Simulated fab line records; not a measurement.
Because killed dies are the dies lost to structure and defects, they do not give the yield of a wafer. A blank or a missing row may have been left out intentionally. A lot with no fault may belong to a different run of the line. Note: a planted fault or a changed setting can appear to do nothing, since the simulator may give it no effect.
Chamber matching | flow nand-harc | NHARC_A_M0_PRE_CLEAN_31 on pecvd-02: 3 sister chambers
The step time 12 s. 3 wafers are shown with their chamber, then 9 later ones without.

== WAFERS WITH THEIR CHAMBER ==
wafer  | chamber | heater-power-w (W)
L086.1 | 2       | 620
L087.5 | 0       | 581
L087.6 | 1       | 656

== WAFERS WITH NO CHAMBER GIVEN ==
wafer  | heater-power-w (W)
L092.1 | 540
L092.5 | 642
L092.6 | 663
L090.3 | 594
L090.4 | 603
L090.6 | 660
L096.3 | 648
L096.4 | 657
L096.5 | 585

== THE CHAMBER EACH PASSED THROUGH ==
wafer  | from the rows above     | in truth
L092.1 | 0                       | 0
L092.5 | can't be placed: 1 or 2 | 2
L092.6 | 1                       | 1
L090.3 | can't be placed: 0 or 2 | 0
L090.4 | can't be placed: 2 or 0 | 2
L090.6 | 1                       | 1
L096.3 | can't be placed: 1 or 2 | 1
L096.4 | 1                       | 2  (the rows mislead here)
L096.5 | can't be placed: 0 or 2 | 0
Correct placement for 3 of the 9. These rows do not allow placing 5 (true chamber among the candidates in 5). Wrongly placed: 1.
How it was worked out, from the rows above alone: a wafer's distance from a chamber is the root of the sum, over the readings, of the square of ((its reading less the chamber's mean) divided by the reading's scatter). The wafer belongs to the nearest chamber; if the next one is less than 2 further off, it can't be placed. For every chamber, the mean is computed from those of its wafers that are shown. The scatter: root of mean squared gap, hidden wafer to nearest shown wafer, with one shown wafer a chamber.
